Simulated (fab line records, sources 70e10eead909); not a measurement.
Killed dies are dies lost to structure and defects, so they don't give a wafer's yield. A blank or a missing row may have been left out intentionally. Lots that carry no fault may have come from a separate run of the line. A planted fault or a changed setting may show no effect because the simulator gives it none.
Check of tool commonality :: flow nand harc :: 42 wafers sampled across 14 lots

== THE REASON FOR OPENING IT ==
On 2 of the 14 lots, a flag is raised at NHARC_P_GATE_CD_MEAS_26 on the reading cd nm. No-fault wafers: 120.1 nm, standard deviation 0.45.
Rule: flag the lot when none of its wafers has a number, or when each of its wafers that has one lies beyond 4 standard deviations from that mean. The rest of the lots are taken to be sound.

lot: L911
measured: day 4 15:57
on: cd sem-03
cd nm (nm), wafer by wafer: 119.4 119.8 119.5
flag: 

lot: L913
measured: day 5 01:11
on: cd sem-02
cd nm (nm), wafer by wafer: 120.1 120.1 121.1
flag: 

lot: L914
measured: day 5 12:32
on: cd sem-03
cd nm (nm), wafer by wafer: 119.9 120.0 118.8
flag: 

lot: L916
measured: day 6 06:10
on: cd sem-03
cd nm (nm), wafer by wafer: 119.9 120.3 119.9
flag: 

lot: L917
measured: day 6 06:20
on: cd sem-03
cd nm (nm), wafer by wafer: 120.3 120.5 120.0
flag: 

lot: L918
measured: day 6 14:10
on: cd sem-02
cd nm (nm), wafer by wafer: 120.1 120.5 119.9
flag: 

lot: L920
measured: day 7 06:05
on: cd sem-01
cd nm (nm), wafer by wafer: 129.2 129.2 129.6
flag: FLAGGED

lot: L919
measured: day 7 06:34
on: cd sem-03
cd nm (nm), wafer by wafer: 129.6 129.7 129.6
flag: FLAGGED

lot: L924
measured: day 8 06:17
on: cd sem-03
cd nm (nm), wafer by wafer: 119.7 119.6 119.5
flag: 

lot: L928
measured: day 9 04:40
on: cd sem-01
cd nm (nm), wafer by wafer: 119.4 119.9 119.8
flag: 

lot: L930
measured: day 9 08:49
on: cd sem-01
cd nm (nm), wafer by wafer: 119.7 120.2 120.4
flag: 

lot: L931
measured: day 9 18:32
on: cd sem-01
cd nm (nm), wafer by wafer: 120.8 120.9 120.9
flag: 

lot: L933
measured: day 10 00:16
on: cd sem-02
cd nm (nm), wafer by wafer: 119.7 119.9 119.1
flag: 

lot: L932
measured: day 10 00:26
on: cd sem-01
cd nm (nm), wafer by wafer: 119.3 119.3 119.6
flag: 
The mean of the flagged lots' numbers is 129.5 nm, +9.4 nm from the usual (+21 standard deviations).

== WHICH TOOL EACH LOT WENT THROUGH ==
The record holds 1 process step before the reading, out of a route of 1159 steps. Cell contents, in order: the tool; ch with the chambers the sampled wafers went through; the start.
lot: L911
flag: 
NHARC_P_GATE_PEB_24: litho track-04 ch 0, day 4 15:52

lot: L913
flag: 
NHARC_P_GATE_PEB_24: litho track-06 ch 0, day 5 01:05

lot: L914
flag: 
NHARC_P_GATE_PEB_24: litho track-06 ch 0, day 5 12:28

lot: L916
flag: 
NHARC_P_GATE_PEB_24: litho track-04 ch 0, day 6 06:05

lot: L917
flag: 
NHARC_P_GATE_PEB_24: litho track-04 ch 0, day 6 06:16

lot: L918
flag: 
NHARC_P_GATE_PEB_24: litho track-04 ch 0, day 6 14:05

lot: L920
flag: FLAGGED
NHARC_P_GATE_PEB_24: litho track-04 ch 0, day 7 06:00

lot: L919
flag: FLAGGED
NHARC_P_GATE_PEB_24: litho track-04 ch 0, day 7 06:29

lot: L924
flag: 
NHARC_P_GATE_PEB_24: litho track-01 ch 0, day 8 06:11

lot: L928
flag: 
NHARC_P_GATE_PEB_24: litho track-01 ch 0, day 9 04:35

lot: L930
flag: 
NHARC_P_GATE_PEB_24: litho track-06 ch 0, day 9 08:44

lot: L931
flag: 
NHARC_P_GATE_PEB_24: litho track-01 ch 0, day 9 18:28

lot: L933
flag: 
NHARC_P_GATE_PEB_24: litho track-06 ch 0, day 10 00:11

lot: L932
flag: 
NHARC_P_GATE_PEB_24: litho track-04 ch 0, day 10 00:21
What is done by these steps:
- NHARC_P_GATE_PEB_24: peb time 65 s.
- NHARC_P_GATE_CD_MEAS_26: target cd 120 nm.

== FLAGGED AGAINST TOTAL, ONE TOOL AT A TIME (gauges that did the reading follow at the end) ==
step: NHARC_P_GATE_PEB_24
tool: litho track-01
lots run: 3
flagged: 0
share of the flagged lots: none
sound lots run after its first flagged lot: -

step: NHARC_P_GATE_PEB_24
tool: litho track-04
lots run: 7
flagged: 2
share of the flagged lots: all
sound lots run after its first flagged lot: 1 (L932)

step: NHARC_P_GATE_PEB_24
tool: litho track-06
lots run: 4
flagged: 0
share of the flagged lots: none
sound lots run after its first flagged lot: -

step: NHARC_P_GATE_CD_MEAS_26
tool: cd sem-01
lots run: 5
flagged: 1
share of the flagged lots: some
sound lots run after its first flagged lot: 4 (L928,L930,L931,L932)

step: NHARC_P_GATE_CD_MEAS_26
tool: cd sem-02
lots run: 3
flagged: 0
share of the flagged lots: none
sound lots run after its first flagged lot: -

step: NHARC_P_GATE_CD_MEAS_26
tool: cd sem-03
lots run: 6
flagged: 1
share of the flagged lots: some
sound lots run after its first flagged lot: 1 (L924)

== THE TABLE: WHAT IT ALLOWS ==
In the table, 1 row covers all flagged lots: litho track-04 at NHARC_P_GATE_PEB_24.
- litho track-04 at NHARC_P_GATE_PEB_24 ran 7 lots, 2 of them flagged. Lots that were sound ran on it after the first flagged one (L932); a persistent fault on the entire tool would not allow that. Its own readings lie more than 4 standard deviations out on every wafer of the flagged lots: heater power total W, plate temp C.
None of the table's rows ran every flagged lot and, after the first, no sound lot.

== WHAT WAS PUT IN BY THE SIMULATOR ==
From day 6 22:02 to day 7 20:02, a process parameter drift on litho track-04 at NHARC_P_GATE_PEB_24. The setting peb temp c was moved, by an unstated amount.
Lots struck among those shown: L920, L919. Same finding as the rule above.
